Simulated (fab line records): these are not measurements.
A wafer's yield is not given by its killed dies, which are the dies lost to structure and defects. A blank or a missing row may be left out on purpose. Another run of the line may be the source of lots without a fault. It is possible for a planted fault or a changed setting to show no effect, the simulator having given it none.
Split-lot study -- flow n5 finfet -- 21 wafers read across 7 lots, on a route 1938 steps long

## ON THE SPLIT
At N5_BEOL_M13_TRENCH_ETCH_34 (etches SiOC in C4F8/O2/Ar, target depth 413.47 nm, time 162.6 s), the setting time s was moved away from the recipe's 162.6 s on 8 of the 21 wafers read, by -16.8% to +15.9%. For the rest of the wafers, this setting stayed at what the recipe calls for.

## FROM THE SPLIT TO THE READING: what the file shows between them, 1 step
- N5_BEOL_M13_STRIP_70: strips in C4F8/O2/Ar

## THE READING
trench depth nm, in nm, at N5_BEOL_M13_OCD_MEAS_35. On this fab line, fault-free wafers typically give 413 nm with a standard deviation of 5.7 nm.

wafer,"tool, chamber at the split","time s as run, s",against the recipe,"trench depth nm, nm",against lot-mates on the recipe
L080.1,"rie diel-03, 0",188.4,+15.9%,482,+60
L080.3,"rie diel-03, 2",162.6,recipe,422,-
L080.5,"rie diel-03, 0",188.4,+15.9%,487,+65
L079.1,"rie diel-06, 0",162.6,recipe,416,-
L079.3,"rie diel-06, 2",179.9,+10.6%,457,+41
L079.6,"rie diel-06, 1",179.9,+10.6%,450,+34
L090.2,"rie diel-04, 2",162.6,recipe,410,-
L090.3,"rie diel-04, 3",162.6,recipe,413,-
L090.4,"rie diel-04, 0",162.6,recipe,418,-
L093.1,"rie diel-06, 1",162.6,recipe,423,-
L093.2,"rie diel-06, 3",162.6,recipe,418,-
L093.4,"rie diel-06, 2",162.6,recipe,409,-
L095.3,"rie diel-04, 0",162.6,recipe,421,-
L095.5,"rie diel-04, 2",162.6,recipe,412,-
L095.6,"rie diel-04, 3",186.3,+14.6%,473,+56
L096.1,"rie diel-03, 3",142.2,-12.5%,359,-45
L096.3,"rie diel-03, 1",142.2,-12.5%,353,-51
L096.5,"rie diel-03, 1",162.6,recipe,404,-
L097.3,"rie diel-06, 0",135.3,-16.8%,349,-72
L097.5,"rie diel-06, 0",162.6,recipe,418,-
L097.6,"rie diel-06, 1",162.6,recipe,425,-

FIT RESULTS
A straight line over all 21 wafers: trench depth nm changes by +4.2 nm for each +1% of time s; r = +0.99; the points scatter about the line by 6.2 nm.
The same after taking each lot's own level away (the mean of its wafers on the recipe; 21 wafers): +3.93 nm for each +1%; r = +0.99; scatter 4.2 nm.
According to that fit, moving time s by its largest amount changes the reading by 66 nm.
The lots' own levels span 404.0 to 422.0 nm, that is 3.2 times the standard deviation above.
So the lot-to-lot level changes the slope little: the two slopes agree.
Check: with one of the wafers moved furthest among these (-16.8%) left out of the fit, the line predicts -64.4 nm for it against its lot-mates. It came out at -72.5 nm against them.

## OTHER SPLITS ON THESE WAFERS
Other splits were also applied to these wafers ahead of the reading. Each is held against what the fit with the lots' levels taken away leaves over:
other split on the same wafers,wafers away from the commonest value,r with trench depth nm (lot level and that fit taken away)
N5_BEOL_M9_SPUTTER_48 power w,7,-0.01
N5_BEOL_M11_PECVD_70 time s,5,+0.05
N5_BEOL_M11_COAT_59 spin rpm,5,-0.36
N5_BEOL_M12_COAT_04 spin rpm,6,-0.20
N5_BEOL_M13_COAT_04 spin rpm,8,+0.18
N5_BEOL_M13_ETCH_59 bias w,8,-0.03

## THE WHOLE CHAIN: every reading that the file lists as answering this split, in the file's order
step,what it does,reading,change (the file's fit),r (the file's)
N5_BEOL_M13_TRENCH_ETCH_34,"etches SiOC in C4F8/O2/Ar, target depth 413.47 nm, time 162.6 s","etch.depth nm (the simulator's own value, which no gauge read)",+3.97 nm for each +1% of the setting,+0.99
N5_BEOL_M13_OCD_MEAS_35,,trench depth nm,+3.97 nm for each +1% of the setting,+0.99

## THE FILE'S OWN FIT
trench depth nm changes by +3.97 nm for each +1% of time s, r = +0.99.
